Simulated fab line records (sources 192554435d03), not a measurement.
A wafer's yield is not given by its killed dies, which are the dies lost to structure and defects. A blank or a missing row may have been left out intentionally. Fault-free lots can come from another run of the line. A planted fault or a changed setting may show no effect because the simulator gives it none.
Split-lot experiment + flow n5-finfet + 7 lots, 39 wafers read, on a route of 1938 steps

## THE SPLIT
At N5_BEOL_M12_TRENCH_ETCH_34 (etches SiOC in C4F8/O2/Ar, target depth 318.95 nm, time 125.5 s), the setting time-s was moved away from the recipe's 125.5 s on 15 of the 39 wafers read, by -47.0% to +42.1%. This setting was run at the recipe's value on the other wafers.

## FROM THE SPLIT TO THE READING: what the file shows between them, 7 steps
- N5_BEOL_M12_STRIP_70: strips in C4F8/O2/Ar
- N5_BEOL_M12_OCD_MEAS_35
- N5_BEOL_M12_STRIP_37: strips in N2/H2
- N5_BEOL_M12_ETCH_38: etches SiCN in CF4/N2, target depth 68.7 nm, time 73.4 s
- N5_BEOL_M12_ECD_47: material Cu, target thk 720 nm
- N5_BEOL_M12_ANNEAL_48: time 90 s
- N5_BEOL_M12_CMP_49: polishes, stops on SiOC, t overpolish 20.6 s, target thk 320 nm

## THE READING
M12_THK, in nm, at N5_BEOL_M12_THK_MEAS_50 (measures by xrf). On this fab line, fault-free wafers typically give 317 nm with a standard deviation of 5.3 nm.

| wafer  | tool, chamber at the split | time-s as run, s | against the recipe | M12_THK, nm | against lot-mates on the recipe |
|--------|----------------------------|------------------|--------------------|-------------|---------------------------------|
| L076.1 | rie-diel-05, 2             | 178.3            | +42.1%             | 444         | +131                            |
| L076.2 | rie-diel-05, 3             | 125.5            | recipe             | 313         | -                               |
| L076.3 | rie-diel-05, 0             | 125.5            | recipe             | 315         | -                               |
| L076.4 | rie-diel-05, 1             | 178.3            | +42.1%             | 452         | +139                            |
| L076.5 | rie-diel-05, 3             | 125.5            | recipe             | 312         | -                               |
| L076.6 | rie-diel-05, 0             | 178.3            | +42.1%             | 452         | +139                            |
| L080.1 | rie-diel-06, 1             | 125.5            | recipe             | 318         | -                               |
| L080.2 | rie-diel-06, 0             | 86.49            | -31.1%             | 225         | -96                             |
| L080.3 | rie-diel-06, 3             | 86.49            | -31.1%             | 218         | -103                            |
| L080.4 | rie-diel-06, 2             | 125.5            | recipe             | 323         | -                               |
| L080.5 | rie-diel-06, 0             | 125.5            | recipe             | 321         | -                               |
| L080.6 | rie-diel-06, 3             | 86.49            | -31.1%             | 217         | -104                            |
| L081.1 | rie-diel-06, 3             | 125.5            | recipe             | 315         | -                               |
| L081.2 | rie-diel-06, 0             | 69.63            | -44.5%             | 180         | -139                            |
| L081.3 | rie-diel-06, 1             | 125.5            | recipe             | 317         | -                               |
| L081.4 | rie-diel-06, 2             | 125.5            | recipe             | 325         | -                               |
| L081.5 | rie-diel-06, 0             | 69.63            | -44.5%             | 178         | -141                            |
| L081.6 | rie-diel-06, 1             | 69.63            | -44.5%             | 176         | -143                            |
| L085.1 | rie-diel-06, 3             | 69.3             | -44.8%             | 175         | -143                            |
| L085.2 | rie-diel-06, 0             | 125.5            | recipe             | 318         | -                               |
| L085.3 | rie-diel-06, 2             | 125.5            | recipe             | 319         | -                               |
| L085.4 | rie-diel-06, 1             | 69.3             | -44.8%             | 174         | -144                            |
| L085.5 | rie-diel-06, 0             | 125.5            | recipe             | 318         | -                               |
| L085.6 | rie-diel-06, 1             | 69.3             | -44.8%             | 175         | -143                            |
| L091.2 | rie-diel-05, 2             | 125.5            | recipe             | 320         | -                               |
| L091.3 | rie-diel-05, 3             | 125.5            | recipe             | 323         | -                               |
| L091.6 | rie-diel-05, 2             | 125.5            | recipe             | 318         | -                               |
| L093.1 | rie-diel-02, 0,3           | 125.5            | recipe             | 323         | -                               |
| L093.2 | rie-diel-02, 3             | 125.5            | recipe             | 323         | -                               |
| L093.3 | rie-diel-02, 2             | 125.5            | recipe             | 313         | -                               |
| L093.4 | rie-diel-02, 1             | 125.5            | recipe             | 308         | -                               |
| L093.5 | rie-diel-02, 0,3           | 125.5            | recipe             | 321         | -                               |
| L093.6 | rie-diel-02, 2             | 125.5            | recipe             | 308         | -                               |
| L097.1 | rie-diel-05, 0             | 66.57            | -47.0%             | 170         | -149                            |
| L097.2 | rie-diel-05, 1             | 125.5            | recipe             | 318         | -                               |
| L097.3 | rie-diel-05, 2             | 66.57            | -47.0%             | 167         | -152                            |
| L097.4 | rie-diel-05, 3             | 125.5            | recipe             | 321         | -                               |
| L097.5 | rie-diel-05, 0             | 125.5            | recipe             | 318         | -                               |
| L097.6 | rie-diel-05, 3             | 66.57            | -47.0%             | 169         | -150                            |
When a row names more than one chamber, that row covers several wafers, and the file does not tell which wafer ran in which chamber.

FIT RESULTS
A straight line over all 39 wafers: M12_THK changes by +3.16 nm for each +1% of time-s; r = +1.00; the points scatter about the line by 4 nm.
The same after taking each lot's own level away (the mean of its wafers on the recipe; 39 wafers): +3.21 nm for each +1%; r = +1.00; scatter 3.5 nm.
Per that fit: largest time-s move, reading shift of 1.5e+02 nm.
The lots' own levels span 313.3 to 320.7 nm, that is 1.4 times the standard deviation above.
Hence the lot-to-lot level has little effect on the slope; both slopes agree.
Check: with one of the wafers moved furthest among these (-47.0%) left out of the fit, the line predicts -151 nm for it against its lot-mates. Against them it came out at -149 nm.

## THESE WAFERS: OTHER SPLITS
Before the reading, these wafers also passed through other splits. Each is held against what the fit with the lots' levels taken away leaves over:
| other split on the same wafers      | wafers away from the commonest value | r with M12_THK (lot level and that fit taken away) |
|-------------------------------------|--------------------------------------|----------------------------------------------------|
| N5_BEOL_M10_ILD_DEP_00 target-thk-a | 12                                   | -0.02                                              |
| N5_BEOL_M10_ETCH_66 time-s          | 15                                   | +0.06                                              |

## THE WHOLE CHAIN: every reading that the file lists as answering this split, in the file's order
| step                       | what it does                                                    | reading                                                                       | change (the file's fit)                                                                 | r (the file's) |
|----------------------------|-----------------------------------------------------------------|-------------------------------------------------------------------------------|-----------------------------------------------------------------------------------------|----------------|
| N5_BEOL_M12_TRENCH_ETCH_34 | etches SiOC in C4F8/O2/Ar, target depth 318.95 nm, time 125.5 s | etch.depth-nm (the simulator's own value, which no gauge read)                | +3.21 nm for each +1% of the setting                                                    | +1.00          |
| N5_BEOL_M12_OCD_MEAS_35    |                                                                 | trench-depth-nm                                                               | +3.22 nm for each +1% of the setting                                                    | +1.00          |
| N5_BEOL_M12_CMP_49         | polishes, stops on SiOC, t overpolish 20.6 s, target thk 320 nm | Cu_of_BEOL_M12_ECD_47.thk-nm (the simulator's own value, which no gauge read) | +3.22 nm for each +1% of the setting                                                    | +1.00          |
| N5_BEOL_M12_THK_MEAS_50    | measures by xrf                                                 | M12_THK                                                                       | +3.21 for each +1% of the setting                                                       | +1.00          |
| N5_BEOL_M12_RS_MEAS_54     | measures by four-point-probe                                    | M12_RS                                                                        | not straight: 0.1182 at the lowest setting, 0.0604 at the recipe, 0.0418 at the highest | not given      |

## FILE'S OWN FIT
M12_THK changes by +3.21 nm for each +1% of time-s, r = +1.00.
